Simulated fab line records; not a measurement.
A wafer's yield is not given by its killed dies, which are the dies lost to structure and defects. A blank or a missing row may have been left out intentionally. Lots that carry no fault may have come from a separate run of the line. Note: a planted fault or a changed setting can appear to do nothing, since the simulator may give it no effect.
Chamber matching | flow n5 finfet | 3 sister chambers for N5_BEOL_M0_DEP_125 on pecvd-03
The step deposits SiCN from 3MS/NH3, target thk 8 nm, time 14 s. 3 wafers are shown with their chamber, then 10 later ones without.

== WAFERS, EACH WITH ITS CHAMBER ==
wafer  | chamber | showerhead plenum p Torr (Torr)
L087.5 | 1       | 3.651
L089.5 | 2       | 3.664
L092.4 | 0       | 3.652

== WAFERS WHOSE CHAMBER IS MISSING ==
wafer  | showerhead plenum p Torr (Torr)
L092.5 | 3.665
L091.2 | 3.655
L091.4 | 3.652
L091.6 | 3.659
L096.1 | 3.644
L096.2 | 3.654
L096.4 | 3.653
L097.1 | 3.657
L097.2 | 3.646
L097.4 | 3.649

== THE CHAMBER EACH PASSED THROUGH ==
wafer  | from the rows above          | in truth
L092.5 | 2                            | 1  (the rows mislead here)
L091.2 | can't be placed: 0 or 1 or 2 | 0
L091.4 | can't be placed: 0 or 1      | 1
L091.6 | can't be placed: 2 or 0 or 1 | 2
L096.1 | can't be placed: 1 or 0      | 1
L096.2 | can't be placed: 0 or 1      | 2
L096.4 | can't be placed: 0 or 1      | 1
L097.1 | can't be placed: 0 or 1 or 2 | 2
L097.2 | can't be placed: 1 or 0      | 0
L097.4 | can't be placed: 1 or 0      | 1
0 of 10 placed correctly. These rows do not allow placing 9 (true chamber among the candidates in 8). Wrongly placed: 1.
How it was worked out, from the rows above alone: a wafer's distance from a chamber is the root of the sum, over the readings, of the square of ((its reading less the chamber's mean) divided by the reading's scatter). The wafer belongs to the nearest chamber; if the next one is less than 2 further off, it can't be placed. A chamber's mean is the mean of its shown wafers. The scatter: with one shown wafer a chamber, the root of the mean of the squares of how far each hidden wafer lies from its nearest shown one.
